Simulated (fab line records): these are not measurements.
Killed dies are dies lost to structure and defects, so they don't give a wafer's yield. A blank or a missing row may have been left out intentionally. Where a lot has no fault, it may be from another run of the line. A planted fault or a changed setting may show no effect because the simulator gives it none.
Split-lot study :: flow n5_finfet :: route with 1938 steps; 7 lots, 21 wafers read

== ON THE SPLIT ==
At N5_BEOL_M11_EXPOSE_08 (exposes mask M11), the setting dose_mj was moved away from the recipe's 53.75 on 8 of the 21 wafers read, by -4.9% to +5.6%. The other wafers ran this setting at the recipe's value.

== FROM THE SPLIT TO THE READING: what the file shows between them, 15 steps ==
- N5_BEOL_M11_PEB_09: peb time 60 s
- N5_BEOL_M11_DEVELOP_10: develop time 30 s
- N5_BEOL_M11_CD_MEAS_11: target cd 64.1 nm
- N5_BEOL_M11_DESCUM_16: chemistry O2, time 7.9 s
- N5_BEOL_M11_ETCH_61: etches SiARC in CF4, target depth 39 nm, time 65 s
- N5_BEOL_M11_ETCH_62: etches SOC in N2/H2, target depth 110 nm, overetch 22 nm, time 165 s
- N5_BEOL_M11_STRIP_68: strips in N2/H2
- N5_BEOL_M11_STRIP_67: strips in CF4
- N5_BEOL_M11_HM_OPEN_17: chemistry Cl2/BCl3, target TiN, target depth 20 nm, overetch 6 nm
- N5_BEOL_M11_STRIP_19: strips in O2
- N5_BEOL_M11_CD_MEAS_18: pitch 140 nm, target cd 70 nm
- N5_BEOL_M11_COAT_63: time 60 s, resist thk 100 nm
- N5_BEOL_M11_COAT_64: time 60 s, resist thk 30 nm
- N5_BEOL_M11_PRECLEAN_42: cleans in residue remover, time 60 s
- N5_BEOL_M11_SRD_43: time 30 s

== THE READING ==
Shown in nm: cd_nm at N5_BEOL_M11_CD_MEAS_35, with target cd 70 nm. A value of 69.9 nm with a standard deviation of 0.63 nm is what fault-free wafers of this fab line usually give.

wafer: L075.1
tool, chamber at the split: arfi_scanner-01, 0
dose_mj as run: 53.75
against the recipe: recipe
cd_nm, nm: 70.2
against lot-mates on the recipe: -

wafer: L075.2
tool, chamber at the split: arfi_scanner-01, 0
dose_mj as run: 53.75
against the recipe: recipe
cd_nm, nm: 70.0
against lot-mates on the recipe: -

wafer: L075.4
tool, chamber at the split: arfi_scanner-01, 0
dose_mj as run: 53.75
against the recipe: recipe
cd_nm, nm: 69.9
against lot-mates on the recipe: -

wafer: L086.2
tool, chamber at the split: arfi_scanner-03, 0
dose_mj as run: 53.75
against the recipe: recipe
cd_nm, nm: 68.8
against lot-mates on the recipe: -

wafer: L086.3
tool, chamber at the split: arfi_scanner-03, 0
dose_mj as run: 53.75
against the recipe: recipe
cd_nm, nm: 70.3
against lot-mates on the recipe: -

wafer: L086.4
tool, chamber at the split: arfi_scanner-03, 0
dose_mj as run: 53.75
against the recipe: recipe
cd_nm, nm: 69.9
against lot-mates on the recipe: -

wafer: L087.2
tool, chamber at the split: arfi_scanner-01, 0
dose_mj as run: 53.75
against the recipe: recipe
cd_nm, nm: 69.6
against lot-mates on the recipe: -

wafer: L087.4
tool, chamber at the split: arfi_scanner-01, 0
dose_mj as run: 52.62
against the recipe: -2.1%
cd_nm, nm: 68.4
against lot-mates on the recipe: -1.2

wafer: L087.5
tool, chamber at the split: arfi_scanner-01, 0
dose_mj as run: 52.62
against the recipe: -2.1%
cd_nm, nm: 67.6
against lot-mates on the recipe: -2.0

wafer: L092.2
tool, chamber at the split: arfi_scanner-03, 0
dose_mj as run: 53.75
against the recipe: recipe
cd_nm, nm: 69.7
against lot-mates on the recipe: -

wafer: L092.3
tool, chamber at the split: arfi_scanner-03, 0
dose_mj as run: 53.75
against the recipe: recipe
cd_nm, nm: 70.2
against lot-mates on the recipe: -

wafer: L092.5
tool, chamber at the split: arfi_scanner-03, 0
dose_mj as run: 53.75
against the recipe: recipe
cd_nm, nm: 70.0
against lot-mates on the recipe: -

wafer: L090.1
tool, chamber at the split: arfi_scanner-02, 0
dose_mj as run: 51.1
against the recipe: -4.9%
cd_nm, nm: 66.5
against lot-mates on the recipe: -3.3

wafer: L090.3
tool, chamber at the split: arfi_scanner-02, 0
dose_mj as run: 53.75
against the recipe: recipe
cd_nm, nm: 69.7
against lot-mates on the recipe: -

wafer: L090.4
tool, chamber at the split: arfi_scanner-02, 0
dose_mj as run: 53.75
against the recipe: recipe
cd_nm, nm: 70.0
against lot-mates on the recipe: -

wafer: L091.1
tool, chamber at the split: arfi_scanner-01, 0
dose_mj as run: 53.75
against the recipe: recipe
cd_nm, nm: 70.5
against lot-mates on the recipe: -

wafer: L091.3
tool, chamber at the split: arfi_scanner-01, 0
dose_mj as run: 56.4
against the recipe: +4.9%
cd_nm, nm: 73.3
against lot-mates on the recipe: +2.8

wafer: L091.5
tool, chamber at the split: arfi_scanner-01, 0
dose_mj as run: 56.4
against the recipe: +4.9%
cd_nm, nm: 73.5
against lot-mates on the recipe: +3.0

wafer: L093.1
tool, chamber at the split: arfi_scanner-03, 0
dose_mj as run: 56.77
against the recipe: +5.6%
cd_nm, nm: 71.7
against lot-mates on the recipe: no lot-mate on the recipe

wafer: L093.4
tool, chamber at the split: arfi_scanner-03, 0
dose_mj as run: 56.77
against the recipe: +5.6%
cd_nm, nm: 72.0
against lot-mates on the recipe: no lot-mate on the recipe

wafer: L093.5
tool, chamber at the split: arfi_scanner-03, 0
dose_mj as run: 56.77
against the recipe: +5.6%
cd_nm, nm: 72.6
against lot-mates on the recipe: no lot-mate on the recipe

THE FIT
A straight line over all 21 wafers: cd_nm changes by +0.562 nm for each +1% of dose_mj; r = +0.93; the points scatter about the line by 0.63 nm.
The same after taking each lot's own level away (the mean of its wafers on the recipe; 18 wafers): +0.635 nm for each +1%; r = +0.97; scatter 0.35 nm.
On that fit, the largest move of dose_mj shifts the reading by 3.6 nm.
Across the lots, their own levels run from 69.60 to 70.50 nm, a range of 1.4 times the standard deviation given above.
So the lot-to-lot level changes the slope: the two fits differ.
Check: -3.11 nm against its lot-mates is what the line predicts for one of the wafers moved furthest among these (-4.9%) when that wafer is left out of the fit. Against them it came out at -3.35 nm.

== ADDITIONAL SPLITS CARRIED BY THESE WAFERS ==
Other splits were also applied to these wafers ahead of the reading. Each is held against what the fit with the lots' levels taken away leaves over:
other split on the same wafers: N5_BEOL_M10_COAT_63 spin_rpm
wafers away from the commonest value: 8
r with cd_nm (lot level and that fit taken away): +0.17

other split on the same wafers: N5_BEOL_M10_DEVELOP_27 develop_time_s
wafers away from the commonest value: 7
r with cd_nm (lot level and that fit taken away): -0.11

other split on the same wafers: N5_BEOL_M11_COAT_05 spin_rpm
wafers away from the commonest value: 5
r with cd_nm (lot level and that fit taken away): +0.06

== THE WHOLE CHAIN: every reading that the file lists as answering this split, in the file's order ==
step: N5_BEOL_M11_CD_MEAS_11
what it does: target cd 64.1 nm
reading: cd_nm
change (the file's fit): +0.636 nm for each +1% of the setting
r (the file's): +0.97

step: N5_BEOL_M11_ETCH_61
what it does: etches SiARC in CF4, target depth 39 nm, time 65 s
reading: BEOL_M11.cd_offset_nm (the simulator's own value, which no gauge read)
change (the file's fit): +0.604 nm for each +1% of the setting
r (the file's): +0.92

step: N5_BEOL_M11_ETCH_62
what it does: etches SOC in N2/H2, target depth 110 nm, overetch 22 nm, time 165 s
reading: BEOL_M11.cd_offset_nm (the simulator's own value, which no gauge read)
change (the file's fit): +0.595 nm for each +1% of the setting
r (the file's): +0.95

step: N5_BEOL_M11_CD_MEAS_18
what it does: pitch 140 nm, target cd 70 nm
reading: cd_nm
change (the file's fit): +0.666 nm for each +1% of the setting
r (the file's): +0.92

step: N5_BEOL_M11_CD_MEAS_35
what it does: target cd 70 nm
reading: cd_nm
change (the file's fit): +0.638 nm for each +1% of the setting
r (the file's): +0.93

== FILE'S OWN FIT ==
cd_nm changes by +0.638 nm for each +1% of dose_mj, r = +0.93.
